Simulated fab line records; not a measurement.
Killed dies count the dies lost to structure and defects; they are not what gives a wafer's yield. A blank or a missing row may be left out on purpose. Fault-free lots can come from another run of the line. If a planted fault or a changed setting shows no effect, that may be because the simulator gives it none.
Which tool is to blame? :: flow n5Finfet :: 9 lots with 27 wafers sampled at 7 steps, on a route of 1938 steps

## WHAT THE GAUGES READ, wafer by wafer
N5_FIN_SAQP_CD_MEAS_27 targets a cd of 20 nm.
lot: L442
measured: day 2 12:57
on: cdSem-01
cdNm (nm): 20.30 20.16 20.39

lot: L444
measured: day 2 23:53
on: cdSem-03
cdNm (nm): 19.90 20.11 20.02

lot: L445
measured: day 3 05:32
on: cdSem-01
cdNm (nm): 19.90 20.14 20.45

lot: L453
measured: day 5 07:36
on: cdSem-03
cdNm (nm): 20.48 20.01 20.17

lot: L454
measured: day 5 13:04
on: cdSem-02
cdNm (nm): 20.69 20.52 20.09

lot: L455
measured: day 5 18:44
on: cdSem-03
cdNm (nm): 20.29 20.02 20.24

lot: L460
measured: day 7 01:08
on: cdSem-01
cdNm (nm): 19.89 20.34 20.33

lot: L461
measured: day 7 06:29
on: cdSem-02
cdNm (nm): 20.30 20.46 20.50

lot: L463
measured: day 7 17:51
on: cdSem-02
cdNm (nm): 20.15 20.01 20.07

N5_FIN_SAQP_OCD_MEAS_76.
lot: L442
measured: day 2 15:16
on: ocd-01
trenchDepthNm (nm): 120.0 121.1 121.6

lot: L444
measured: day 3 02:43
on: ocd-01
trenchDepthNm (nm): 118.7 123.6 118.0

lot: L445
measured: day 3 07:50
on: ocd-02
trenchDepthNm (nm): 115.8 121.5 121.0

lot: L453
measured: day 5 10:23
on: ocd-01
trenchDepthNm (nm): 0.4 0.1 0

lot: L454
measured: day 5 15:11
on: ocd-01
trenchDepthNm (nm): 0 0 0

lot: L455
measured: day 5 21:07
on: ocd-01
trenchDepthNm (nm): 0.2 0.0 0

lot: L460
measured: day 7 03:34
on: ocd-02
trenchDepthNm (nm): 122.0 121.0 120.9

lot: L461
measured: day 7 08:48
on: ocd-02
trenchDepthNm (nm): 120.0 120.5 117.9

lot: L463
measured: day 7 20:10
on: ocd-02
trenchDepthNm (nm): 119.1 121.2 115.3

N5_BEOL_M4_RC_MEAS_101.
lot: L442
measured: day 8 10:26
on: prober-01
DIBL_N (mV/V): 38.3 40.0 36.8
DIBL_P (mV/V): 38.3 40.5 37.0
IOFF_N (nA/um): 0.19 0.24 0.18
IOFF_P (nA/um): 0.26 0.31 0.24
ION_N (uA/um): 684 685 685
ION_P (uA/um): 460 469 466
SS_N (mV/dec): 71.3 72.7 71.6
SS_P (mV/dec): 74.0 74.1 73.1
VT_N (mV): 246 244 247
VT_P (mV): -247 -242 -246

lot: L444
measured: day 9 00:46
on: prober-02
DIBL_N (mV/V): 37.4 35.3 36.7
DIBL_P (mV/V): 37.4 34.8 36.8
IOFF_N (nA/um): 0.19 0.14 0.18
IOFF_P (nA/um): 0.21 0.17 0.20
ION_N (uA/um): 688 669 664
ION_P (uA/um): 468 454 457
SS_N (mV/dec): 71.5 71.3 72.4
SS_P (mV/dec): 73.3 73.3 73.7
VT_N (mV): 247 253 249
VT_P (mV): -251 -255 -252

lot: L445
measured: day 9 02:31
on: prober-02
DIBL_N (mV/V): 37.4 34.8 35.5
DIBL_P (mV/V): 38.4 34.5 35.5
IOFF_N (nA/um): 0.18 0.13 0.15
IOFF_P (nA/um): 0.23 0.16 0.18
ION_N (uA/um): 679 674 671
ION_P (uA/um): 467 461 458
SS_N (mV/dec): 71.6 70.8 70.8
SS_P (mV/dec): 74.6 73.0 73.6
VT_N (mV): 249 251 251
VT_P (mV): -246 -251 -253

lot: L460
measured: day 12 22:44
on: prober-02
DIBL_N (mV/V): 36.8 36.7 37.9
DIBL_P (mV/V): 36.1 35.8 37.3
IOFF_N (nA/um): 0.13 0.15 0.15
IOFF_P (nA/um): 0.19 0.18 0.20
ION_N (uA/um): 656 683 671
ION_P (uA/um): 448 457 461
SS_N (mV/dec): 71.4 71.7 71.1
SS_P (mV/dec): 72.4 72.7 73.7
VT_N (mV): 253 252 250
VT_P (mV): -255 -256 -252

lot: L461
measured: day 13 02:18
on: prober-02
DIBL_N (mV/V): 36.0 37.7 37.8
DIBL_P (mV/V): 35.2 37.2 37.0
IOFF_N (nA/um): 0.16 0.18 0.19
IOFF_P (nA/um): 0.22 0.24 0.25
ION_N (uA/um): 677 697 692
ION_P (uA/um): 469 471 472
SS_N (mV/dec): 70.8 71.9 71.6
SS_P (mV/dec): 73.1 73.8 73.7
VT_N (mV): 249 247 248
VT_P (mV): -249 -246 -247

lot: L463
measured: day 13 08:45
on: prober-02
DIBL_N (mV/V): 37.0 35.7 37.2
DIBL_P (mV/V): 35.9 34.2 37.3
IOFF_N (nA/um): 0.16 0.13 0.17
IOFF_P (nA/um): 0.21 0.19 0.23
ION_N (uA/um): 680 666 684
ION_P (uA/um): 465 460 469
SS_N (mV/dec): 71.2 69.8 71.0
SS_P (mV/dec): 72.9 72.2 73.9
VT_N (mV): 249 254 249
VT_P (mV): -253 -250 -247

## EACH LOT AND THE TOOL THAT RAN IT (in order: tool; ch and the chambers of the sampled wafers; start)
lot: L442
N5_FIN_SAQP_RECESS_63: vaporEtch-01 ch 0,1, day 2 13:13
N5_FIN_SAQP_STRIP_70: rieDiel-06 ch 1,2,3, day 2 13:46
N5_FIN_SAQP_ETCH_34: rieDiel-04 ch 0,1,3, day 2 14:50
N5_FIN_SAQP_HM_CD_35: cdSem-02, day 2 14:59

lot: L444
N5_FIN_SAQP_RECESS_63: vaporEtch-01 ch 0,1, day 3 00:14
N5_FIN_SAQP_STRIP_70: rieDiel-06 ch 1,2,3, day 3 00:55
N5_FIN_SAQP_ETCH_34: rieDiel-06 ch 0,1,2, day 3 02:17
N5_FIN_SAQP_HM_CD_35: cdSem-03, day 3 02:26

lot: L445
N5_FIN_SAQP_RECESS_63: vaporEtch-02 ch 0,1, day 3 05:55
N5_FIN_SAQP_STRIP_70: rieDiel-05 ch 0,2, day 3 06:20
N5_FIN_SAQP_ETCH_34: rieDiel-06 ch 0,1,2, day 3 07:24
N5_FIN_SAQP_HM_CD_35: cdSem-02, day 3 07:33

lot: L453
N5_FIN_SAQP_RECESS_63: vaporEtch-02 ch 0, day 5 07:52
N5_FIN_SAQP_STRIP_70: rieDiel-04 ch 0,1,2, day 5 08:25
N5_FIN_SAQP_ETCH_34: rieDiel-04 ch 0,1,3, day 5 09:55
N5_FIN_SAQP_HM_CD_35: cdSem-02, day 5 10:04

lot: L454
N5_FIN_SAQP_RECESS_63: vaporEtch-02 ch 0,1, day 5 13:27
N5_FIN_SAQP_STRIP_70: rieDiel-06 ch 0,2,3, day 5 13:53
N5_FIN_SAQP_ETCH_34: rieDiel-06 ch 0,1, day 5 14:43
N5_FIN_SAQP_HM_CD_35: cdSem-03, day 5 14:52

lot: L455
N5_FIN_SAQP_RECESS_63: vaporEtch-01 ch 0,1, day 5 19:07
N5_FIN_SAQP_STRIP_70: rieDiel-06 ch 0,2,3, day 5 19:40
N5_FIN_SAQP_ETCH_34: rieDiel-06 ch 1,2, day 5 20:39
N5_FIN_SAQP_HM_CD_35: cdSem-01, day 5 20:48

lot: L460
N5_FIN_SAQP_RECESS_63: vaporEtch-01 ch 0,1, day 7 01:25
N5_FIN_SAQP_STRIP_70: rieDiel-06 ch 0,3, day 7 01:57
N5_FIN_SAQP_ETCH_34: rieDiel-04 ch 0,1,2, day 7 03:08
N5_FIN_SAQP_HM_CD_35: cdSem-01, day 7 03:17

lot: L461
N5_FIN_SAQP_RECESS_63: vaporEtch-02 ch 0,1, day 7 06:46
N5_FIN_SAQP_STRIP_70: rieDiel-04 ch 0,1,2, day 7 07:19
N5_FIN_SAQP_ETCH_34: rieDiel-05 ch 1,2,3, day 7 08:22
N5_FIN_SAQP_HM_CD_35: cdSem-03, day 7 08:31

lot: L463
N5_FIN_SAQP_RECESS_63: vaporEtch-01 ch 0,1, day 7 18:11
N5_FIN_SAQP_STRIP_70: rieDiel-05 ch 0,1,2, day 7 18:45
N5_FIN_SAQP_ETCH_34: rieDiel-04 ch 1,3, day 7 19:44
N5_FIN_SAQP_HM_CD_35: cdSem-02, day 7 19:53
- N5_FIN_SAQP_RECESS_63: chemistry HF/NH3, target SiO2, target depth 18 nm, afs cycles 3, sublimation time 60 s.
- N5_FIN_SAQP_STRIP_70: strips in N2/H2.
- N5_FIN_SAQP_ETCH_34: etches SiO2 in C4F6/O2, target depth 45 nm, time 15 s.
- N5_FIN_SAQP_HM_CD_35: target cd 8 nm.

## WHAT THE TOOLS THEMSELVES READ (means of the sampled wafers that have a number; where no wafer has one, the mark that the record gives instead)
N5_FIN_SAQP_RECESS_63.
lot: L442
tool: vaporEtch-01
drypumpMotorCurrentA (A): 6.06
forelinePTorr (Torr): 0.1279

lot: L444
tool: vaporEtch-01
drypumpMotorCurrentA (A): 5.98
forelinePTorr (Torr): 0.1280

lot: L445
tool: vaporEtch-02
drypumpMotorCurrentA (A): 5.82
forelinePTorr (Torr): 0.1276

lot: L453
tool: vaporEtch-02
drypumpMotorCurrentA (A): 5.75
forelinePTorr (Torr): 0.1281

lot: L454
tool: vaporEtch-02
drypumpMotorCurrentA (A): 5.91
forelinePTorr (Torr): 0.1282

lot: L455
tool: vaporEtch-01
drypumpMotorCurrentA (A): 5.99
forelinePTorr (Torr): 0.1279

lot: L460
tool: vaporEtch-01
drypumpMotorCurrentA (A): 5.98
forelinePTorr (Torr): 0.1278

lot: L461
tool: vaporEtch-02
drypumpMotorCurrentA (A): 5.81
forelinePTorr (Torr): 0.1275

lot: L463
tool: vaporEtch-01
drypumpMotorCurrentA (A): 5.99
forelinePTorr (Torr): 0.1279

N5_FIN_SAQP_STRIP_70.
lot: L442
tool: rieDiel-06
drypumpMotorCurrentA (A): 5.3
oesProductAu (a.u.): 0.75
powerW (W): 501.0
rfVppV (V): 121.7
showerheadPlenumPTorr (Torr): 3.31
throttleValvePct (%): 19.4

lot: L444
tool: rieDiel-06
drypumpMotorCurrentA (A): 5.3
oesProductAu (a.u.): 0.75
powerW (W): 500.2
rfVppV (V): 121.4
showerheadPlenumPTorr (Torr): 3.31
throttleValvePct (%): 19.4

lot: L445
tool: rieDiel-05
drypumpMotorCurrentA (A): 5.6
oesProductAu (a.u.): 0.93
powerW (W): 500.1
rfVppV (V): 122.7
showerheadPlenumPTorr (Torr): 3.58
throttleValvePct (%): 18.9

lot: L453
tool: rieDiel-04
drypumpMotorCurrentA (A): 6.0
oesProductAu (a.u.): 0.79
powerW (W): 501.9
rfVppV (V): 121.9
showerheadPlenumPTorr (Torr): 3.34
throttleValvePct (%): 19.1

lot: L454
tool: rieDiel-06
drypumpMotorCurrentA (A): 5.0
oesProductAu (a.u.): 0.74
powerW (W): 499.1
rfVppV (V): 121.6
showerheadPlenumPTorr (Torr): 3.25
throttleValvePct (%): 19.1

lot: L455
tool: rieDiel-06
drypumpMotorCurrentA (A): 5.0
oesProductAu (a.u.): 0.74
powerW (W): 500.3
rfVppV (V): 120.8
showerheadPlenumPTorr (Torr): 3.25
throttleValvePct (%): 19.1

lot: L460
tool: rieDiel-06
drypumpMotorCurrentA (A): 4.8
oesProductAu (a.u.): 0.74
powerW (W): 499.0
rfVppV (V): 121.0
showerheadPlenumPTorr (Torr): 3.20
throttleValvePct (%): 18.8

lot: L461
tool: rieDiel-04
drypumpMotorCurrentA (A): 5.9
oesProductAu (a.u.): 0.77
powerW (W): 499.7
rfVppV (V): 121.6
showerheadPlenumPTorr (Torr): 3.33
throttleValvePct (%): 19.1

lot: L463
tool: rieDiel-05
drypumpMotorCurrentA (A): 5.5
oesProductAu (a.u.): 0.86
powerW (W): 498.5
rfVppV (V): 121.6
showerheadPlenumPTorr (Torr): 3.45
throttleValvePct (%): 18.9

N5_FIN_SAQP_ETCH_34.
lot: L442
tool: rieDiel-04
C4F6_flow_sccm (sccm): 9.980
O2_flow_sccm (sccm): 10.01
drypumpMotorCurrentA (A): 5.6
etchRfOnTimeS (s): 15.09
oesProductAu (a.u.): 0.66
rfVppV (V): 666
showerheadPlenumPTorr (Torr): 2.86
throttleValvePct (%): 21.01

lot: L444
tool: rieDiel-06
C4F6_flow_sccm (sccm): 9.965
O2_flow_sccm (sccm): 9.96
drypumpMotorCurrentA (A): 5.2
etchRfOnTimeS (s): 14.91
oesProductAu (a.u.): 0.67
rfVppV (V): 658
showerheadPlenumPTorr (Torr): 2.83
throttleValvePct (%): 21.21

lot: L445
tool: rieDiel-06
C4F6_flow_sccm (sccm): 10.021
O2_flow_sccm (sccm): 10.00
drypumpMotorCurrentA (A): 5.2
etchRfOnTimeS (s): 14.95
oesProductAu (a.u.): 0.66
rfVppV (V): 656
showerheadPlenumPTorr (Torr): 2.83
throttleValvePct (%): 21.23

lot: L453
tool: rieDiel-04
C4F6_flow_sccm (sccm): -
O2_flow_sccm (sccm): -
drypumpMotorCurrentA (A): -
etchRfOnTimeS (s): -
oesProductAu (a.u.): -
rfVppV (V): -
showerheadPlenumPTorr (Torr): -
throttleValvePct (%): -

lot: L454
tool: rieDiel-06
C4F6_flow_sccm (sccm): -
O2_flow_sccm (sccm): -
drypumpMotorCurrentA (A): -
etchRfOnTimeS (s): -
oesProductAu (a.u.): -
rfVppV (V): -
showerheadPlenumPTorr (Torr): -
throttleValvePct (%): -

lot: L455
tool: rieDiel-06
C4F6_flow_sccm (sccm): -
O2_flow_sccm (sccm): -
drypumpMotorCurrentA (A): -
etchRfOnTimeS (s): -
oesProductAu (a.u.): -
rfVppV (V): -
showerheadPlenumPTorr (Torr): -
throttleValvePct (%): -

lot: L460
tool: rieDiel-04
C4F6_flow_sccm (sccm): 9.999
O2_flow_sccm (sccm): 10.01
drypumpMotorCurrentA (A): 6.0
etchRfOnTimeS (s): 15.15
oesProductAu (a.u.): 0.66
rfVppV (V): 661
showerheadPlenumPTorr (Torr): 2.81
throttleValvePct (%): 21.09

lot: L461
tool: rieDiel-05
C4F6_flow_sccm (sccm): 9.990
O2_flow_sccm (sccm): 10.00
drypumpMotorCurrentA (A): 5.6
etchRfOnTimeS (s): 15.28
oesProductAu (a.u.): 0.70
rfVppV (V): 654
showerheadPlenumPTorr (Torr): 2.83
throttleValvePct (%): 20.93

lot: L463
tool: rieDiel-04
C4F6_flow_sccm (sccm): 9.941
O2_flow_sccm (sccm): 9.98
drypumpMotorCurrentA (A): 5.3
etchRfOnTimeS (s): 14.91
oesProductAu (a.u.): 0.65
rfVppV (V): 664
showerheadPlenumPTorr (Torr): 2.81
throttleValvePct (%): 21.13

N5_FIN_SAQP_HM_CD_35.
lot: L442
tool: cdSem-02
cdNm (nm): 8.08

lot: L444
tool: cdSem-03
cdNm (nm): 8.12

lot: L445
tool: cdSem-02
cdNm (nm): 8.14

lot: L453
tool: cdSem-02
cdNm (nm): -

lot: L454
tool: cdSem-03
cdNm (nm): -

lot: L455
tool: cdSem-01
cdNm (nm): -

lot: L460
tool: cdSem-01
cdNm (nm): 7.86

lot: L461
tool: cdSem-03
cdNm (nm): 8.27

lot: L463
tool: cdSem-02
cdNm (nm): 8.00

## THE ANSWER, worked out from the rows above alone
Rule: the usual values come from the lots themselves. The widest of any qualifying gaps counts: lots, ordered by their means at a reading, are off when they make up no more than a third of the lots, leave a main group of 4 or more, and stand apart from it by 3 or more times the standard deviation of that group's means. A main group is skipped when, at the precision printed for the reading in the tables above, its means are all equal. A lot without any number at a reading at which 4 lots or more have one is off too. Any other lot the step has rows for is counted as sound. The gauges are gone through in route order, then the tools' own readings, and for those a lot's mean is taken as printed above. At the first step where some lot is off, the reading lying furthest off is the one used; lots without a number count as furthest.
Off: L453, L454, L455 (N5_FIN_SAQP_OCD_MEAS_76, trenchDepthNm). Mean 120.0 nm and standard deviation 0.94 in the main group.
A tool fits if, at a process step before that reading, it ran every lot that is off, and no sound lot after the first of them. Not tried: the gauges at N5_FIN_SAQP_OCD_MEAS_76; whatever is off there is also off at N5_FIN_SAQP_ETCH_34, on other tools, and gauge error can't account for it. None of those tried fits.

## WHAT THE SIMULATOR HAD PUT IN
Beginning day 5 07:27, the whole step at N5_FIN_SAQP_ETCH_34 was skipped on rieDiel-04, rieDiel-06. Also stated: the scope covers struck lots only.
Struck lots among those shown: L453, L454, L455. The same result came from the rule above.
